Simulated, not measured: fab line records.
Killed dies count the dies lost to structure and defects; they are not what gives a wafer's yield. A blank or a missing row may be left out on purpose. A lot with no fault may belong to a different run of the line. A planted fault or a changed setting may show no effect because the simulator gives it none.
8D (eight disciplines) problem report, filled in by code :: flow nandHarc :: the parts of the form that need people (team, actions taken, sign-off) are left out

1. THE PROBLEM
At NHARC_END_SORT_01, killedAtPeriphery averages 638.0 over 2 wafers from 2 lots, while fault-free wafers read 3.8, standard deviation 2.4. So: +99 or more standard deviations from the usual mean.
The first sign was on wafer L729.6 at day 28 19:31, on prober-02. The record holds 6 wafers of 2 lots with a number at this step. Rule for "out" (also "out of limits"): further than 4 standard deviations from the usual mean. The other wafers with a number count as sound.

2. WHAT IT IS; WHAT IT IS NOT
question: which readings at this step
is: killedAtPeriphery, defectLimitedYield, killedDies, sort_bin_2_pct, sortNPass, sortRimYieldPct, sortYieldPct
is not: killedAtArray, killedOpen, killedShort, sort_bin_3_pct, sort_bin_4_pct

question: which lots
is: L729, L731
is not: -

question: which wafers of those lots
is: L729.6, L731.1
is not: L729.2, L729.5, L731.2, L731.6

question: read on which gauges
is: prober-01, prober-02
is not: -

question: when
is: from day 28 19:31
is not: up to then (2 sound wafers); but 2 sound wafers of L731 came after

3. WHAT RULES OUT EACH SUSPECT
Counting: if a tool at a process step up to the reading ran every lot that is out, it stays a suspect. Sound lots after the first of them don't rule it out here, since some wafers of a struck lot are sound.
- ruled out: the gauge at NHARC_END_SORT_01. The wafers that are out were read on 2 gauges (prober-01, prober-02).
- pvdSputter-01 at NHARC_P_M0_PVD_21 (deposits Cu, target thk 30 nm, time 20.49 s): kept. It ran every lot that is out, first L729 (day 9 07:43).
Remaining after the count: pvdSputter-01 at NHARC_P_M0_PVD_21.

4. THE CAUSE (what the simulator had put in)
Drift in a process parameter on pvdSputter-01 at NHARC_P_M0_PVD_21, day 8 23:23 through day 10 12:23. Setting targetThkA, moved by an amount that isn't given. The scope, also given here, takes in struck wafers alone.
Counting left only this tool.

5. THE EFFECT CHAIN, in route order
Each row: a reading where the mean over the struck wafers with a number is more than 3 standard deviations away from the usual. Readings are gone through only where the record gives a usual standard deviation; hours: the median, over the lots, of the time from a lot's start at the first step in this table giving one to that lot's start at this step; sigmas: the change measured in usual standard deviations.
hours: 0
step: NHARC_END_SORT_01
reading: defectLimitedYield
usual: 91 %
on struck wafers: 0
change: -91
sigmas: -29

hours: 0
step: NHARC_END_SORT_01
reading: killedAtPeriphery
usual: 3.8
on struck wafers: 638.0
change: +634.2
sigmas: +99 or more

hours: 0
step: NHARC_END_SORT_01
reading: killedDies
usual: 58
on struck wafers: 677
change: +619
sigmas: +29

hours: 0
step: NHARC_END_SORT_01
reading: sort_bin_2_pct
usual: 3.0 %
on struck wafers: 96.2
change: +93.2
sigmas: +72

hours: 0
step: NHARC_END_SORT_01
reading: sortNPass
usual: 619
on struck wafers: 0
change: -619
sigmas: -29

hours: 0
step: NHARC_END_SORT_01
reading: sortRimYieldPct
usual: 88 %
on struck wafers: 0
change: -88
sigmas: -17

hours: 0
step: NHARC_END_SORT_01
reading: sortYieldPct
usual: 91 %
on struck wafers: 0
change: -91
sigmas: -29

6. HOW IT WOULD HAVE BEEN CAUGHT EARLIER
In this record the first reading out of limits at a measuring or inspecting step was taken at day 28 19:31, 476 hours after the fault began at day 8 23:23.
An alarm limit of 4 standard deviations would not have fired on the tool readings at NHARC_P_M0_PVD_21 for which the record gives a usual standard deviation, since none of them was out on any struck wafer.
By day 28 19:31, every lot that is out (2) had started NHARC_P_M0_PVD_21 on pvdSputter-01. Holding the tool at that point would not have protected any of them.
